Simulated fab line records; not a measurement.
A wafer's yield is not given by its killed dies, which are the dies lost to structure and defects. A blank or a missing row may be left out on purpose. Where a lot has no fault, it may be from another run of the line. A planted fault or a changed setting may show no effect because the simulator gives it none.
What tool caused it? + flow nandHarc + Sampling: 23 lots, 69 wafers, 6 of 1302 route steps

## WHAT THE GAUGES READ, wafer by wafer
No reading from a measuring or inspecting step in the record can be judged against a usual standard deviation.

## WHICH TOOL RAN EACH LOT (tool, then ch and the chambers of the sampled wafers, then the start)
| lot  | NHARC_A_STAIRCASE_TRIM_14                    | NHARC_A_STAIRCASE_TRIM_26                    | NHARC_A_STAIRCASE_ETCH_190                   | NHARC_A_STAIRCASE_TRIM_191                   | NHARC_A_STAIRCASE_ETCH_203                   | NHARC_A_STAIRCASE_DESCUM_219      |
|------|----------------------------------------------|----------------------------------------------|----------------------------------------------|----------------------------------------------|----------------------------------------------|-----------------------------------|
| L074 | rieDiel-03 ch 1,2,3, day 16 02:03 or earlier | rieDiel-03 ch 1,2, day 16 02:03 or earlier   | rieDiel-13 ch 0,2, day 16 02:03 or earlier   | rieDiel-13 ch 2,3, day 16 02:03 or earlier   | rieDiel-12 ch 1,2, day 16 02:03 or earlier   | rieDiel-03 ch 1,2, day 16 02:03   |
| L075 | rieDiel-13 ch 1,2, day 16 15:58 or earlier   | rieDiel-03 ch 0,2,3, day 16 15:58 or earlier | rieDiel-12 ch 1,2,3, day 16 15:58 or earlier | rieDiel-12 ch 0,1,2, day 16 15:58 or earlier | rieDiel-12 ch 0,2,3, day 16 15:58 or earlier | rieDiel-03 ch 0,1,3, day 16 15:58 |
| L077 | rieDiel-12 ch 1,2,3, day 17 02:07 or earlier | rieDiel-13 ch 0,2,3, day 17 02:07 or earlier | rieDiel-12 ch 0,3, day 17 02:07 or earlier   | rieDiel-12 ch 0,2,3, day 17 02:07 or earlier | rieDiel-12 ch 2,3, day 17 02:07 or earlier   | rieDiel-03 ch 0,1,2, day 17 02:07 |
| L076 | rieDiel-03 ch 1,2, day 17 05:35 or earlier   | rieDiel-03 ch 0,2,3, day 17 05:35 or earlier | rieDiel-13 ch 0,2,3, day 17 05:35 or earlier | rieDiel-13 ch 2,3, day 17 05:35 or earlier   | rieDiel-12 ch 0,2, day 17 05:35 or earlier   | rieDiel-12 ch 0,2,3, day 17 05:35 |
| L078 | rieDiel-12 ch 0,1,3, day 17 11:26 or earlier | rieDiel-12 ch 1,3, day 17 11:26 or earlier   | rieDiel-03 ch 0,2,3, day 17 11:26 or earlier | rieDiel-03 ch 0,1,3, day 17 11:26 or earlier | rieDiel-03 ch 0,1,2, day 17 11:26 or earlier | rieDiel-13 ch 2,3, day 17 11:26   |
| L079 | rieDiel-03 ch 0,1, day 18 15:53 or earlier   | rieDiel-03 ch 1,2, day 18 15:53 or earlier   | rieDiel-13 ch 1,2,3, day 18 15:53 or earlier | rieDiel-13 ch 1,2, day 18 15:53 or earlier   | rieDiel-03 ch 0,3, day 18 15:53 or earlier   | rieDiel-13 ch 1,2, day 18 15:53   |
| L080 | rieDiel-12 ch 0,1, day 18 16:44 or earlier   | rieDiel-12 ch 0,1,2, day 18 16:44 or earlier | rieDiel-13 ch 1,2,3, day 18 16:44 or earlier | rieDiel-13 ch 1,2,3, day 18 16:44 or earlier | rieDiel-03 ch 0,1,3, day 18 16:44 or earlier | rieDiel-12 ch 1,3, day 18 16:44   |
| L081 | rieDiel-03 ch 0,2,3, day 19 01:17 or earlier | rieDiel-03 ch 0,2, day 19 01:17 or earlier   | rieDiel-13 ch 1,2,3, day 19 01:17 or earlier | rieDiel-13 ch 1,2,3, day 19 01:17 or earlier | rieDiel-13 ch 1,3, day 19 01:17 or earlier   | rieDiel-13 ch 1,3, day 19 01:17   |
| L083 | rieDiel-12 ch 0,1,3, day 20 13:04 or earlier | rieDiel-13 ch 0,2, day 20 13:04 or earlier   | rieDiel-12 ch 2,3, day 20 13:04 or earlier   | rieDiel-12 ch 1,2, day 20 13:04 or earlier   | rieDiel-12 ch 0,3, day 20 13:04 or earlier   | rieDiel-03 ch 0,2,3, day 20 13:04 |
| L085 | rieDiel-13 ch 1,2, day 20 13:45 or earlier   | rieDiel-13 ch 1,2,3, day 20 13:45 or earlier | rieDiel-13 ch 2,3, day 20 13:45 or earlier   | rieDiel-13 ch 0,1,2, day 20 13:45 or earlier | rieDiel-13 ch 1,2,3, day 20 13:45 or earlier | rieDiel-12 ch 0,1, day 20 13:45   |
| L084 | rieDiel-12 ch 0,1, day 20 17:02 or earlier   | rieDiel-13 ch 0,1,2, day 20 17:02 or earlier | rieDiel-12 ch 0,1,2, day 20 17:02 or earlier | rieDiel-12 ch 1,2,3, day 20 17:02 or earlier | rieDiel-03 ch 0,2,3, day 20 17:02 or earlier | rieDiel-12 ch 2,3, day 20 17:02   |
| L086 | rieDiel-03 ch 0,1,3, day 20 19:23 or earlier | rieDiel-13 ch 1,3, day 20 19:23 or earlier   | rieDiel-03 ch 1,3, day 20 19:23 or earlier   | rieDiel-03 ch 0,3, day 20 19:23 or earlier   | rieDiel-03 ch 0,2, day 20 19:23 or earlier   | rieDiel-12 ch 1,3, day 20 19:23   |
| L087 | rieDiel-12 ch 0,1, day 21 09:38 or earlier   | rieDiel-12 ch 0,1,3, day 21 09:38 or earlier | rieDiel-13 ch 0,3, day 21 09:38 or earlier   | rieDiel-13 ch 0,3, day 21 09:38 or earlier   | rieDiel-13 ch 1,2,3, day 21 09:38 or earlier | rieDiel-03 ch 0,1,3, day 21 09:38 |
| L088 | rieDiel-13 ch 2,3, day 22 09:09 or earlier   | rieDiel-13 ch 2,3, day 22 09:09 or earlier   | rieDiel-03 ch 0,1, day 22 09:09 or earlier   | rieDiel-03 ch 0,3, day 22 09:09 or earlier   | rieDiel-13 ch 0,2,3, day 22 09:09 or earlier | rieDiel-03 ch 1,2, day 22 09:09   |
| L090 | rieDiel-03 ch 2,3, day 22 15:55 or earlier   | rieDiel-12 ch 0,1,3, day 22 15:55 or earlier | rieDiel-12 ch 0,2,3, day 22 15:55 or earlier | rieDiel-12 ch 0,2,3, day 22 15:55 or earlier | rieDiel-03 ch 2,3, day 22 15:55 or earlier   | rieDiel-12 ch 2,3, day 22 15:55   |
| L091 | rieDiel-03 ch 1,2,3, day 22 16:16 or earlier | rieDiel-03 ch 1,2,3, day 22 16:16 or earlier | rieDiel-13 ch 0,1,2, day 22 16:16 or earlier | rieDiel-13 ch 0,1,3, day 22 16:16 or earlier | rieDiel-12 ch 0,1, day 22 16:16 or earlier   | rieDiel-12 ch 0,1, day 22 16:16   |
| L089 | rieDiel-03 ch 0,2,3, day 23 01:01 or earlier | rieDiel-03 ch 0,2,3, day 23 01:01 or earlier | rieDiel-12 ch 2,3, day 23 01:01 or earlier   | rieDiel-12 ch 0,1,3, day 23 01:01 or earlier | rieDiel-12 ch 0,3, day 23 01:01 or earlier   | rieDiel-13 ch 0,3, day 23 01:01   |
| L092 | rieDiel-03 ch 0,3, day 23 07:05 or earlier   | rieDiel-12 ch 1,2,3, day 23 07:05 or earlier | rieDiel-03 ch 0,3, day 23 07:05 or earlier   | rieDiel-03 ch 0,3, day 23 07:05 or earlier   | rieDiel-03 ch 0,2,3, day 23 07:05 or earlier | rieDiel-12 ch 0,3, day 23 07:05   |
| L093 | rieDiel-03 ch 2,3, day 24 04:07 or earlier   | rieDiel-13 ch 0,3, day 24 04:07 or earlier   | rieDiel-03 ch 0,2,3, day 24 04:07 or earlier | rieDiel-03 ch 0,1,3, day 24 04:07 or earlier | rieDiel-13 ch 0,3, day 24 04:07 or earlier   | rieDiel-03 ch 0,1, day 24 04:07   |
| L094 | rieDiel-12 ch 0,1,3, day 24 14:55 or earlier | rieDiel-12 ch 2,3, day 24 14:55 or earlier   | rieDiel-12 ch 1,2,3, day 24 14:55 or earlier | rieDiel-12 ch 0,3, day 24 14:55 or earlier   | rieDiel-03 ch 0,1, day 24 14:55 or earlier   | rieDiel-03 ch 1,2, day 24 14:55   |
| L095 | rieDiel-12 ch 1,2,3, day 24 23:41 or earlier | rieDiel-12 ch 2,3, day 24 23:41 or earlier   | rieDiel-13 ch 2,3, day 24 23:41 or earlier   | rieDiel-13 ch 0,3, day 24 23:41 or earlier   | rieDiel-12 ch 0,2,3, day 24 23:41 or earlier | rieDiel-03 ch 1,2, day 24 23:41   |
| L096 | rieDiel-03 ch 0,2, day 25 04:01 or earlier   | rieDiel-03 ch 0,1,2, day 25 04:01 or earlier | rieDiel-13 ch 1,3, day 25 04:01 or earlier   | rieDiel-13 ch 0,3, day 25 04:01 or earlier   | rieDiel-13 ch 0,3, day 25 04:01 or earlier   | rieDiel-03 ch 0,2, day 25 04:01   |
| L097 | rieDiel-13 ch 0,1, day 25 07:08 or earlier   | rieDiel-13 ch 0,1,2, day 25 07:08 or earlier | rieDiel-03 ch 0,2, day 25 07:08 or earlier   | rieDiel-03 ch 0,1,3, day 25 07:08 or earlier | rieDiel-13 ch 2,3, day 25 07:08 or earlier   | rieDiel-03 ch 0,3, day 25 07:08   |
- NHARC_A_STAIRCASE_TRIM_14: chemistry O2, time 211.2 s.
- NHARC_A_STAIRCASE_TRIM_26: chemistry O2, time 211.2 s.
- NHARC_A_STAIRCASE_ETCH_190: etches the open film in C4F8/O2, target depth 100 nm, time 40.5 s.
- NHARC_A_STAIRCASE_TRIM_191: chemistry O2, time 211.2 s.
- NHARC_A_STAIRCASE_ETCH_203: etches the open film in C4F8/O2, target depth 100 nm, time 40.5 s.
- NHARC_A_STAIRCASE_DESCUM_219: chemistry O2, time 3 s.

## AS READ BY THE TOOLS THEMSELVES (means over the sampled wafers that have a number; for cases with no such wafer, the mark the record gives instead)
NHARC_A_STAIRCASE_TRIM_14.
| lot  | tool       | drypumpMotorCurrentA (A) | oesProductAu (a.u.) | rfVppV (V) | showerheadPlenumPTorr (Torr) | throttleValvePct (%) |
|------|------------|--------------------------|---------------------|------------|------------------------------|----------------------|
| L074 | rieDiel-03 | 5.5                      | 1.001               | 58.3       | 3.60                         | 17.035               |
| L075 | rieDiel-13 | 6.3                      | 0.999               | 57.7       | 3.38                         | 17.032               |
| L077 | rieDiel-12 | 6.1                      | 1.005               | 57.4       | 3.51                         | 17.040               |
| L076 | rieDiel-03 | 5.1                      | 0.999               | 58.0       | 3.57                         | 17.037               |
| L078 | rieDiel-12 | 6.1                      | 1.011               | 57.6       | 3.49                         | 17.034               |
| L079 | rieDiel-03 | 5.5                      | 0.999               | 58.5       | 3.70                         | 17.050               |
| L080 | rieDiel-12 | 6.2                      | 1.001               | 56.4       | 3.37                         | 17.035               |
| L081 | rieDiel-03 | 5.7                      | 1.002               | 57.6       | 3.49                         | 17.040               |
| L083 | rieDiel-12 | 6.1                      | 1.000               | 58.9       | 3.66                         | 17.042               |
| L085 | rieDiel-13 | 6.1                      | 0.993               | 57.5       | 3.45                         | 17.034               |
| L084 | rieDiel-12 | 6.2                      | 0.999               | 57.6       | 3.54                         | 17.023               |
| L086 | rieDiel-03 | 5.8                      | 0.992               | 58.7       | 3.60                         | 17.036               |
| L087 | rieDiel-12 | 6.2                      | 0.997               | 58.0       | 3.54                         | 17.039               |
| L088 | rieDiel-13 | 6.4                      | 0.982               | 57.4       | 3.42                         | 17.031               |
| L090 | rieDiel-03 | 5.4                      | 0.992               | 57.0       | 3.46                         | 17.036               |
| L091 | rieDiel-03 | 5.5                      | 0.992               | 57.4       | 3.56                         | 17.028               |
| L089 | rieDiel-03 | 5.7                      | 0.995               | 57.9       | 3.48                         | 17.042               |
| L092 | rieDiel-03 | 6.1                      | 1.005               | 58.4       | 3.49                         | 17.034               |
| L093 | rieDiel-03 | 5.4                      | 0.994               | 57.2       | 3.45                         | 17.036               |
| L094 | rieDiel-12 | 6.1                      | 1.001               | 58.3       | 3.64                         | 17.042               |
| L095 | rieDiel-12 | 6.2                      | 1.006               | 58.9       | 3.67                         | 17.038               |
| L096 | rieDiel-03 | 5.3                      | 1.003               | 57.5       | 3.46                         | 17.033               |
| L097 | rieDiel-13 | 6.3                      | 1.002               | 57.7       | 3.71                         | 17.035               |

NHARC_A_STAIRCASE_TRIM_26.
| lot  | tool       | drypumpMotorCurrentA (A) | oesProductAu (a.u.) | rfVppV (V) | showerheadPlenumPTorr (Torr) | throttleValvePct (%) |
|------|------------|--------------------------|---------------------|------------|------------------------------|----------------------|
| L074 | rieDiel-03 | 5.1                      | 0.995               | 58.7       | 3.58                         | 17.037               |
| L075 | rieDiel-03 | 5.7                      | 1.009               | 57.7       | 3.50                         | 17.039               |
| L077 | rieDiel-13 | 6.2                      | 0.997               | 57.8       | 3.50                         | 17.036               |
| L076 | rieDiel-03 | 5.7                      | 1.001               | 58.4       | 3.50                         | 17.044               |
| L078 | rieDiel-12 | 6.0                      | 1.003               | 58.2       | 3.61                         | 17.040               |
| L079 | rieDiel-03 | 5.1                      | 1.001               | 58.3       | 3.57                         | 17.032               |
| L080 | rieDiel-12 | 6.3                      | 1.003               | 57.2       | 3.39                         | 17.039               |
| L081 | rieDiel-03 | 5.7                      | 0.996               | 58.7       | 3.50                         | 17.032               |
| L083 | rieDiel-13 | 6.0                      | 0.998               | 58.4       | 3.54                         | 17.024               |
| L085 | rieDiel-13 | 6.3                      | 0.988               | 57.6       | 3.39                         | 17.039               |
| L084 | rieDiel-13 | 6.1                      | 0.999               | 57.8       | 3.45                         | 17.034               |
| L086 | rieDiel-13 | 6.5                      | 0.988               | 57.6       | 3.34                         | 17.031               |
| L087 | rieDiel-12 | 6.1                      | 0.997               | 58.2       | 3.66                         | 17.038               |
| L088 | rieDiel-13 | 6.4                      | 0.990               | 56.6       | 3.42                         | 17.032               |
| L090 | rieDiel-12 | 6.1                      | 0.993               | 58.3       | 3.65                         | 17.035               |
| L091 | rieDiel-03 | 5.4                      | 1.000               | 58.1       | 3.56                         | 17.034               |
| L089 | rieDiel-03 | 5.7                      | 1.003               | 57.0       | 3.48                         | 17.042               |
| L092 | rieDiel-12 | 6.1                      | 1.003               | 58.3       | 3.67                         | 17.032               |
| L093 | rieDiel-13 | 6.4                      | 0.994               | 57.7       | 3.42                         | 17.035               |
| L094 | rieDiel-12 | 6.0                      | 0.998               | 58.5       | 3.65                         | 17.031               |
| L095 | rieDiel-12 | 6.2                      | 0.998               | 57.7       | 3.55                         | 17.048               |
| L096 | rieDiel-03 | 5.4                      | 1.000               | 57.4       | 3.56                         | 17.038               |
| L097 | rieDiel-13 | 6.1                      | 1.008               | 58.4       | 3.61                         | 17.037               |

NHARC_A_STAIRCASE_ETCH_190.
| lot  | tool       | oesProductAu (a.u.) | rfVppV (V) |
|------|------------|---------------------|------------|
| L074 | rieDiel-13 | 0.936               | 896        |
| L075 | rieDiel-12 | 0.951               | 896        |
| L077 | rieDiel-12 | 0.948               | 902        |
| L076 | rieDiel-13 | 0.949               | 895        |
| L078 | rieDiel-03 | 0.952               | 895        |
| L079 | rieDiel-13 | 0.928               | 892        |
| L080 | rieDiel-13 | 0.925               | 892        |
| L081 | rieDiel-13 | 0.931               | 891        |
| L083 | rieDiel-12 | 0.934               | 897        |
| L085 | rieDiel-13 | 0.933               | 892        |
| L084 | rieDiel-12 | 0.939               | 897        |
| L086 | rieDiel-03 | 0.950               | 902        |
| L087 | rieDiel-13 | 0.937               | 892        |
| L088 | rieDiel-03 | 0.948               | 902        |
| L090 | rieDiel-12 | 0.945               | 896        |
| L091 | rieDiel-13 | 0.952               | 891        |
| L089 | rieDiel-12 | 0.937               | 897        |
| L092 | rieDiel-03 | 0.955               | 895        |
| L093 | rieDiel-03 | 0.952               | 895        |
| L094 | rieDiel-12 | 0.948               | 901        |
| L095 | rieDiel-13 | 0.947               | 893        |
| L096 | rieDiel-13 | 0.935               | 895        |
| L097 | rieDiel-03 | 0.952               | 893        |

NHARC_A_STAIRCASE_TRIM_191.
| lot  | tool       | drypumpMotorCurrentA (A) | oesProductAu (a.u.) | rfVppV (V) | showerheadPlenumPTorr (Torr) | throttleValvePct (%) |
|------|------------|--------------------------|---------------------|------------|------------------------------|----------------------|
| L074 | rieDiel-13 | 6.2                      | 0.993               | 58.1       | 3.50                         | 17.035               |
| L075 | rieDiel-12 | 6.3                      | 1.002               | 58.1       | 3.40                         | 17.037               |
| L077 | rieDiel-12 | 6.1                      | 1.000               | 57.5       | 3.56                         | 17.037               |
| L076 | rieDiel-13 | 6.4                      | 1.003               | 56.6       | 3.44                         | 17.033               |
| L078 | rieDiel-03 | 5.8                      | 1.004               | 58.4       | 3.61                         | 17.027               |
| L079 | rieDiel-13 | 6.3                      | 1.001               | 57.5       | 3.37                         | 17.034               |
| L080 | rieDiel-13 | 6.3                      | 1.000               | 57.4       | 3.40                         | 17.037               |
| L081 | rieDiel-13 | 6.3                      | 0.992               | 57.7       | 3.40                         | 17.045               |
| L083 | rieDiel-12 | 6.3                      | 0.993               | 58.7       | 3.70                         | 17.034               |
| L085 | rieDiel-13 | 6.1                      | 0.993               | 57.2       | 3.45                         | 17.034               |
| L084 | rieDiel-12 | 6.2                      | 1.003               | 58.9       | 3.68                         | 17.031               |
| L086 | rieDiel-03 | 6.1                      | 0.995               | 58.0       | 3.51                         | 17.029               |
| L087 | rieDiel-13 | 6.2                      | 0.984               | 57.1       | 3.48                         | 17.027               |
| L088 | rieDiel-03 | 6.1                      | 0.999               | 58.7       | 3.50                         | 17.041               |
| L090 | rieDiel-12 | 6.1                      | 1.002               | 58.5       | 3.54                         | 17.039               |
| L091 | rieDiel-13 | 6.3                      | 0.996               | 57.5       | 3.39                         | 17.030               |
| L089 | rieDiel-12 | 6.1                      | 0.999               | 58.0       | 3.65                         | 17.035               |
| L092 | rieDiel-03 | 6.1                      | 1.008               | 57.7       | 3.49                         | 17.042               |
| L093 | rieDiel-03 | 5.8                      | 1.009               | 57.8       | 3.58                         | 17.041               |
| L094 | rieDiel-12 | 6.0                      | 0.994               | 58.0       | 3.63                         | 17.028               |
| L095 | rieDiel-13 | 6.2                      | 0.998               | 57.5       | 3.47                         | 17.027               |
| L096 | rieDiel-13 | 6.4                      | 1.000               | 58.1       | 3.41                         | 17.031               |
| L097 | rieDiel-03 | 5.8                      | 0.999               | 58.3       | 3.58                         | 17.047               |

NHARC_A_STAIRCASE_ETCH_203.
| lot  | tool       | oesProductAu (a.u.) | rfVppV (V) |
|------|------------|---------------------|------------|
| L074 | rieDiel-12 | 0.951               | 891        |
| L075 | rieDiel-12 | 0.946               | 897        |
| L077 | rieDiel-12 | 0.947               | 897        |
| L076 | rieDiel-12 | 0.958               | 894        |
| L078 | rieDiel-03 | 0.942               | 898        |
| L079 | rieDiel-03 | 0.936               | 895        |
| L080 | rieDiel-03 | 0.945               | 899        |
| L081 | rieDiel-13 | 0.934               | 888        |
| L083 | rieDiel-12 | 0.934               | 896        |
| L085 | rieDiel-13 | 0.934               | 891        |
| L084 | rieDiel-03 | 0.948               | 894        |
| L086 | rieDiel-03 | 0.951               | 895        |
| L087 | rieDiel-13 | 0.944               | 891        |
| L088 | rieDiel-13 | 0.941               | 894        |
| L090 | rieDiel-03 | 0.945               | 893        |
| L091 | rieDiel-12 | 0.953               | 896        |
| L089 | rieDiel-12 | 0.955               | 895        |
| L092 | rieDiel-03 | 0.945               | 893        |
| L093 | rieDiel-13 | 0.943               | 892        |
| L094 | rieDiel-03 | 0.940               | 898        |
| L095 | rieDiel-12 | 0.942               | 896        |
| L096 | rieDiel-13 | 0.917               | 894        |
| L097 | rieDiel-13 | 0.939               | 892        |

NHARC_A_STAIRCASE_DESCUM_219.
| lot  | tool       | drypumpMotorCurrentA (A) | oesProductAu (a.u.) | rfVppV (V) | showerheadPlenumPTorr (Torr) | throttleValvePct (%) |
|------|------------|--------------------------|---------------------|------------|------------------------------|----------------------|
| L074 | rieDiel-03 | 5.1                      | 0.997               | 57.9       | 1.94                         | 11.311               |
| L075 | rieDiel-03 | 5.8                      | 1.006               | 58.6       | 1.96                         | 11.319               |
| L077 | rieDiel-03 | 5.4                      | 0.996               | 58.2       | 1.95                         | 11.317               |
| L076 | rieDiel-12 | 6.1                      | 1.006               | 58.1       | 1.93                         | 11.314               |
| L078 | rieDiel-13 | 6.4                      | 0.993               | 58.2       | 1.86                         | 11.317               |
| L079 | rieDiel-13 | 6.1                      | 0.995               | 57.2       | 1.87                         | 11.309               |
| L080 | rieDiel-12 | 6.0                      | 1.003               | 58.0       | 1.96                         | 11.301               |
| L081 | rieDiel-13 | 6.5                      | 0.998               | 56.7       | 1.79                         | 11.304               |
| L083 | rieDiel-03 | 5.7                      | 0.996               | 57.4       | 1.89                         | 11.303               |
| L085 | rieDiel-12 | 6.2                      | 0.991               | 58.2       | 1.99                         | 11.315               |
| L084 | rieDiel-12 | 6.0                      | 1.010               | 57.5       | 1.99                         | 11.315               |
| L086 | rieDiel-12 | 6.0                      | 1.003               | 58.0       | 2.06                         | 11.308               |
| L087 | rieDiel-03 | 5.8                      | 1.002               | 57.9       | 1.95                         | 11.309               |
| L088 | rieDiel-03 | 5.1                      | 1.006               | 58.1       | 1.99                         | 11.306               |
| L090 | rieDiel-12 | 6.2                      | 1.004               | 59.0       | 1.94                         | 11.312               |
| L091 | rieDiel-12 | 6.2                      | 0.996               | 58.5       | 1.99                         | 11.312               |
| L089 | rieDiel-13 | 6.2                      | 1.000               | 57.5       | 1.88                         | 11.320               |
| L092 | rieDiel-12 | 6.0                      | 1.001               | 58.5       | 1.98                         | 11.310               |
| L093 | rieDiel-03 | 5.5                      | 1.003               | 57.3       | 2.00                         | 11.317               |
| L094 | rieDiel-03 | 5.1                      | 1.004               | 57.0       | 1.92                         | 11.310               |
| L095 | rieDiel-03 | 5.1                      | 0.993               | 57.5       | 1.92                         | 11.304               |
| L096 | rieDiel-03 | 5.3                      | 0.993               | 57.7       | 1.87                         | 11.311               |
| L097 | rieDiel-03 | 6.1                      | 0.997               | 57.3       | 1.89                         | 11.313               |

## THE ANSWER, worked out from the rows above alone
Rule: the usual values come from the lots themselves. The widest of any qualifying gaps counts: lots, ordered by their means at a reading, are off when they make up no more than a third of the lots, leave a main group of 4 or more, and stand apart from it by 3 or more times the standard deviation of that group's means. A main group whose means are all the same, to the digits that the tables above print for the reading, isn't used. Also off: a lot with no number at a reading for which 4 or more lots have one. All remaining lots with rows at the step are treated as sound. First the gauges in route order, then the tools' own readings, where a lot's mean is used as printed above. At the first step where some lot is off, the reading lying furthest off is the one used; lots without a number count as furthest.
No lot is off on any of the readings shown, so nothing can be concluded from this.

## WHAT WAS PUT IN BY THE SIMULATOR
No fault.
